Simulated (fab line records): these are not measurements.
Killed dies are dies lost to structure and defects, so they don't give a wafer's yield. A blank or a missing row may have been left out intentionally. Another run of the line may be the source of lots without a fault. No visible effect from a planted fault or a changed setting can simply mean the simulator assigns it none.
Which tool is to blame? -- flow n5 finfet -- 11 lots, 33 wafers sampled, at 4 steps of a route of 1938

## WHAT EACH GAUGE READ, for each wafer
N5_PASSIVATION_CD_MEAS_30: target cd 4000 nm. Usual: cd nm at 3999.9 nm, with a standard deviation of 1.2.
lot,measured,on,cd nm (nm),flag
L360,day 14 07:55,cd sem-02,3999.5 3998.3 3998.3,
L361,day 14 00:36,cd sem-02,3998.3 3998.7 4001.5,
L362,day 14 08:04,cd sem-01,3999.9 4000.2 4000.5,
L363,day 15 00:10,cd sem-01,3998.7 3998.5 3998.3,
L364,day 15 04:21,cd sem-02,3999.5 4000.7 3999.8,
L365,day 15 09:25,cd sem-02,4000.8 4000.1 3999.4,
L366,day 15 07:53,cd sem-01,4001.3 4001.1 4001.3,
L367,day 15 11:55,cd sem-01,4000.5 4000.0 3998.7,
L369,day 15 21:50,cd sem-03,3998.7 4000.2 3999.6,
L370,day 16 18:14,cd sem-01,3998.5 3997.9 3998.1,
L382,day 18 07:15,cd sem-01,4001.5 4000.5 4000.9,

N5_PASSIVATION_OVL_MEAS_66. Usual: PASS_OPEN_OVL gives 3 nm (standard deviation 5).
lot,measured,on,PASS_OPEN_OVL (nm),flag
L360,day 14 09:41,overlay-01,-2 -3 -4,
L361,day 14 02:40,overlay-01,1 4 4,
L362,day 14 10:08,overlay-02,9 12 15,
L363,day 15 02:05,overlay-02,5 -3 1,
L364,day 15 06:07,overlay-02,0 5 12,
L365,day 15 11:11,overlay-02,7 13 9,
L366,day 15 09:47,overlay-02,7 -1 1,
L367,day 15 13:51,overlay-02,14 12 8,
L369,day 15 23:51,overlay-01,-2 0 -3,
L370,day 16 20:04,overlay-02,2 7 5,
L382,day 18 09:08,overlay-01,-3 -5 1,

## WHAT TOOL EACH LOT RAN ON (gives the tool, then ch and the chambers of the sampled wafers, and finally the start)
lot,N5_MOL_CONTACT_COAG_STRIP_49,N5_PASSIVATION_STRIP_34
L360,"plasma asher-01 ch 0,1, day 5 07:23","rie diel-06 ch 1,2,3, day 14 08:37"
L361,"plasma asher-02 ch 0,1, day 5 14:35","rie diel-06 ch 2,3, day 14 01:22"
L362,"plasma asher-01 ch 1, day 5 18:02","rie diel-05 ch 0,3, day 14 08:56"
L363,"plasma asher-01 ch 0,1, day 6 03:03","rie diel-03 ch 0,2,3, day 15 00:53"
L364,"plasma asher-02 ch 0,1, day 6 05:59","rie diel-06 ch 0,2,3, day 15 05:02"
L365,"plasma asher-01 ch 0, day 6 10:07","rie diel-05 ch 0,1,2, day 15 10:07"
L366,"plasma asher-02 ch 0,1, day 6 19:39","rie diel-03 ch 0,1,3, day 15 08:35"
L367,"plasma asher-01 ch 0,1, day 7 05:13","rie diel-05 ch 0,1,2, day 15 12:47"
L369,"plasma asher-01 ch 0,1, day 7 11:36","rie diel-03 ch 0,1,2, day 15 22:39"
L370,"plasma asher-01 ch 0,1, day 7 22:46","rie diel-06 ch 0,1,3, day 16 18:56"
L382,"plasma asher-01 ch 0,1, day 11 06:31","rie diel-05 ch 1,2, day 18 07:56"
- N5_MOL_CONTACT_COAG_STRIP_49: strips in N2/H2, time 30 s.
- N5_PASSIVATION_STRIP_34: strips in O2.

## AS READ BY THE TOOLS THEMSELVES (means over the sampled wafers that have a number; for cases with no such wafer, the mark the record gives instead)
N5_MOL_CONTACT_COAG_STRIP_49. Usual: drypump motor current A 5.9 A, standard deviation 0.37; h2 flow sccm 3249 sccm, standard deviation 9.2; heater power w 318 W, standard deviation 47.
lot,tool,drypump motor current A (A),h2 flow sccm (sccm),heater power w (W),flag
L360,plasma asher-01,5.7,3248,289,
L361,plasma asher-02,6.4,3239,316,
L362,plasma asher-01,5.5,3242,345,
L363,plasma asher-01,5.6,3251,318,
L364,plasma asher-02,6.3,3242,318,
L365,plasma asher-01,5.7,3255,262,
L366,plasma asher-02,6.3,3258,322,
L367,plasma asher-01,5.7,3248,292,
L369,plasma asher-01,5.6,3253,288,
L370,plasma asher-01,5.6,3253,324,
L382,plasma asher-01,5.6,3259,317,

N5_PASSIVATION_STRIP_34. Usual: drypump motor current A 5.8 A, standard deviation 0.47; oes product au 0.83 a.u., standard deviation 0.086; rf vpp V 3.7 V, standard deviation 1.4; showerhead plenum p Torr 2.08 Torr, standard deviation 0.074; throttle valve pct 16.70 %, standard deviation 0.22.
lot,tool,drypump motor current A (A),oes product au (a.u.),rf vpp V (V),showerhead plenum p Torr (Torr),throttle valve pct (%),flag
L360,rie diel-06,5.4,0.79,3.9,2.04,16.80,
L361,rie diel-06,5.1,0.86,3.7,2.06,16.74,
L362,rie diel-05,5.8,0.74,3.7,2.06,16.92,
L363,rie diel-03,5.6,0.82,2.3,2.08,16.68,
L364,rie diel-06,5.4,0.84,4.1,2.06,16.69,
L365,rie diel-05,6.4,0.83,3.6,2.12,16.61,
L366,rie diel-03,5.5,0.84,2.8,2.03,16.72,
L367,rie diel-05,6.4,0.82,3.1,2.12,16.62,
L369,rie diel-03,5.7,0.79,4.2,2.08,16.81,
L370,rie diel-06,5.5,0.81,2.8,2.02,16.82,
L382,rie diel-05,6.3,0.92,4.1,2.12,16.57,

## THE ANSWER, worked out from the rows above alone
Rule: take the mean of a lot's wafers that have a number; if it is more than 3 standard deviations from the usual mean, the lot is off. Also off: a lot with no number at a reading for which 4 or more lots have one. The other lots that the step has rows for count as sound. First the gauges in route order, then the tools' own readings, where a lot's mean is used as printed above. The first step at which some lot is off is used, and at that step the reading that is off furthest; a lot without a number counts as furthest.
Nothing can be told from this: no lot is off at any reading shown.

## WHAT THE SIMULATOR PUT IN
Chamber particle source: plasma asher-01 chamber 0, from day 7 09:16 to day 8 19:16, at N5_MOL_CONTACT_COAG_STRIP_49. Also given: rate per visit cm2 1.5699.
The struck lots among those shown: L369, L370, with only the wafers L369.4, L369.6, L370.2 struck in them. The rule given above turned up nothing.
